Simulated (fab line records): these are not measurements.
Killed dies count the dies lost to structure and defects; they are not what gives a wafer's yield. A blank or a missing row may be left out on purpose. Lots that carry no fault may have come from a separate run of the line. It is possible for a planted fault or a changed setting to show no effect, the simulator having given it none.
Check of tool commonality + flow nand harc + 33 wafers sampled across 11 lots

## REASON FOR OPENING
Flagged at NHARC_P_ZERO_WELL_CD_MEAS_24: reading cd nm, on 2 of 11 lots. No-fault wafers: 720.0 nm, standard deviation 1.6.
Rule: a lot gets a flag if all its wafers with a number sit over 4 standard deviations from that mean, or if no wafer of it has a number. The other lots count as sound.

| lot  | measured     | on        | cd nm (nm), wafer by wafer | flag    |
|------|--------------|-----------|----------------------------|---------|
| L916 | day 1 22:28  | cd sem-01 | 720.1 720.5 720.2          |         |
| L917 | day 2 08:31  | cd sem-01 | 718.2 720.8 720.3          |         |
| L918 | day 2 18:50  | cd sem-02 | 718.7 718.6 718.6          |         |
| L919 | day 3 05:01  | cd sem-01 | 722.5 720.1 720.6          |         |
| L921 | day 4 00:29  | cd sem-01 | 722.6 722.1 722.5          |         |
| L922 | day 4 10:35  | cd sem-02 | 720.1 720.1 718.5          |         |
| L924 | day 5 06:28  | cd sem-03 | 718.6 719.0 719.2          |         |
| L925 | day 5 16:40  | cd sem-03 | 717.5 718.9 717.9          |         |
| L931 | day 8 04:23  | cd sem-01 | 713.1 713.0 712.4          | FLAGGED |
| L933 | day 9 00:37  | cd sem-03 | 713.3 712.0 711.4          | FLAGGED |
| L939 | day 11 13:17 | cd sem-01 | 720.8 721.5 723.1          |         |
Average over the flagged lots: 712.5 nm; offset from the usual -7.5 nm, equal to -5 standard deviations.

## EACH LOT AND THE TOOL IT RAN ON
Before the reading, the record contains 3 process steps out of a 1302-step route. In each cell: the tool, then ch and the chambers that the sampled wafers went through, then the start.
| lot  | flag    | NHARC_P_ZERO_WELL_ETCH_65         | NHARC_P_ZERO_WELL_ETCH_62                    | NHARC_P_ZERO_WELL_PEB_22          |
|------|---------|-----------------------------------|----------------------------------------------|-----------------------------------|
| L916 |         | rie diel-05 ch 0,2,3, day 1 21:29 | rie diel-05 ch 1,3, day 1 22:23 or earlier   | litho track-02 ch 0, day 1 22:23  |
| L917 |         | rie diel-05 ch 0,2, day 2 07:25   | rie diel-05 ch 0,2,3, day 2 08:25 or earlier | litho track-03 ch 0, day 2 08:25  |
| L918 |         | rie diel-04 ch 0,1,2, day 2 17:41 | rie diel-04 ch 0,1,2, day 2 18:44 or earlier | litho track-02 ch 0, day 2 18:44  |
| L919 |         | rie diel-05 ch 0,1,2, day 3 03:36 | rie diel-05 ch 1,2, day 3 04:55 or earlier   | litho track-03 ch 0, day 3 04:55  |
| L921 |         | rie diel-04 ch 0,1,2, day 3 23:22 | rie diel-04 ch 0,1, day 4 00:24 or earlier   | litho track-05 ch 0, day 4 00:24  |
| L922 |         | rie diel-02 ch 0,3, day 4 09:29   | rie diel-02 ch 1,2, day 4 10:29 or earlier   | litho track-05 ch 0, day 4 10:29  |
| L924 |         | rie diel-04 ch 0,1,3, day 5 05:29 | rie diel-04 ch 0,1,3, day 5 06:22 or earlier | litho track-05 ch 0, day 5 06:22  |
| L925 |         | rie diel-05 ch 1,2,3, day 5 15:34 | rie diel-05 ch 0,1,3, day 5 16:34 or earlier | litho track-05 ch 0, day 5 16:34  |
| L931 | FLAGGED | rie diel-04 ch 2,3, day 8 03:25   | rie diel-04 ch 0,2,3, day 8 04:17 or earlier | litho track-05 ch 0, day 8 04:17  |
| L933 | FLAGGED | rie diel-04 ch 0,1, day 8 23:29   | rie diel-04 ch 1,2,3, day 9 00:31 or earlier | litho track-05 ch 0, day 9 00:31  |
| L939 |         | rie diel-04 ch 0,1, day 11 12:11  | rie diel-04 ch 2,3, day 11 13:11 or earlier  | litho track-03 ch 0, day 11 13:11 |
What these steps do:
- NHARC_P_ZERO_WELL_ETCH_65: etches the open film in N2/H2, target depth 80 nm, overetch 24 nm, time 87.88 s.
- NHARC_P_ZERO_WELL_ETCH_62: etches the open film in CHF3/Ar, target depth 13 nm, time 6.5 s.
- NHARC_P_ZERO_WELL_PEB_22: peb time 85 s.
- NHARC_P_ZERO_WELL_CD_MEAS_24: target cd 720 nm.

## FLAGGED OVER TOTAL, TOOL BY TOOL (the gauges that took the reading come last)
| step                         | tool           | lots run | flagged | share of the flagged lots | sound lots run after its first flagged lot |
|------------------------------|----------------|----------|---------|---------------------------|--------------------------------------------|
| NHARC_P_ZERO_WELL_ETCH_65    | rie diel-02    | 1        | 0       | none                      | -                                          |
| NHARC_P_ZERO_WELL_ETCH_65    | rie diel-04    | 6        | 2       | all                       | 1 (L939)                                   |
| NHARC_P_ZERO_WELL_ETCH_65    | rie diel-05    | 4        | 0       | none                      | -                                          |
| NHARC_P_ZERO_WELL_ETCH_62    | rie diel-02    | 1        | 0       | none                      | -                                          |
| NHARC_P_ZERO_WELL_ETCH_62    | rie diel-04    | 6        | 2       | all                       | 1 (L939)                                   |
| NHARC_P_ZERO_WELL_ETCH_62    | rie diel-05    | 4        | 0       | none                      | -                                          |
| NHARC_P_ZERO_WELL_PEB_22     | litho track-02 | 2        | 0       | none                      | -                                          |
| NHARC_P_ZERO_WELL_PEB_22     | litho track-03 | 3        | 0       | none                      | -                                          |
| NHARC_P_ZERO_WELL_PEB_22     | litho track-05 | 6        | 2       | all                       | 0                                          |
| NHARC_P_ZERO_WELL_CD_MEAS_24 | cd sem-01      | 6        | 1       | some                      | 1 (L939)                                   |
| NHARC_P_ZERO_WELL_CD_MEAS_24 | cd sem-02      | 2        | 0       | none                      | -                                          |
| NHARC_P_ZERO_WELL_CD_MEAS_24 | cd sem-03      | 3        | 1       | some                      | 0                                          |
Because NHARC_P_ZERO_WELL_ETCH_62 lacks a start for some lots, the hours and order of its lots are taken from NHARC_P_ZERO_WELL_PEB_22.

## THE TABLE: WHAT IT ALLOWS
rie diel-04 at NHARC_P_ZERO_WELL_ETCH_65, rie diel-04 at NHARC_P_ZERO_WELL_ETCH_62 and litho track-05 at NHARC_P_ZERO_WELL_PEB_22: these 3 rows of the table ran every flagged lot.
- rie diel-04 at NHARC_P_ZERO_WELL_ETCH_65 ran 6 lots, 2 of them flagged. After the first flagged lot (L939), sound lots still ran on it; a lasting fault on the whole tool would not permit that.
- rie diel-04 at NHARC_P_ZERO_WELL_ETCH_62 ran 6 lots, 2 of them flagged. After the first flagged lot (L939), sound lots still ran on it; a lasting fault on the whole tool would not permit that.
- litho track-05 at NHARC_P_ZERO_WELL_PEB_22 ran 6 lots, 2 of them flagged. A fault beginning between L925 (day 5 16:34), its last sound lot, and L931 (day 8 04:17), its first flagged one, fits the data. Its own readings (heater power total W, plate temp C) fall more than 4 standard deviations out on all wafers of the flagged lots.
What remains is a single tool, litho track-05 at NHARC_P_ZERO_WELL_PEB_22.

## WHAT WAS PUT IN BY THE SIMULATOR
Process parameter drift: litho track-05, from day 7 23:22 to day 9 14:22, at NHARC_P_ZERO_WELL_PEB_22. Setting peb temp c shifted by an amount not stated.
Shown lots that were struck: L931, L933. Same finding as the rule above.
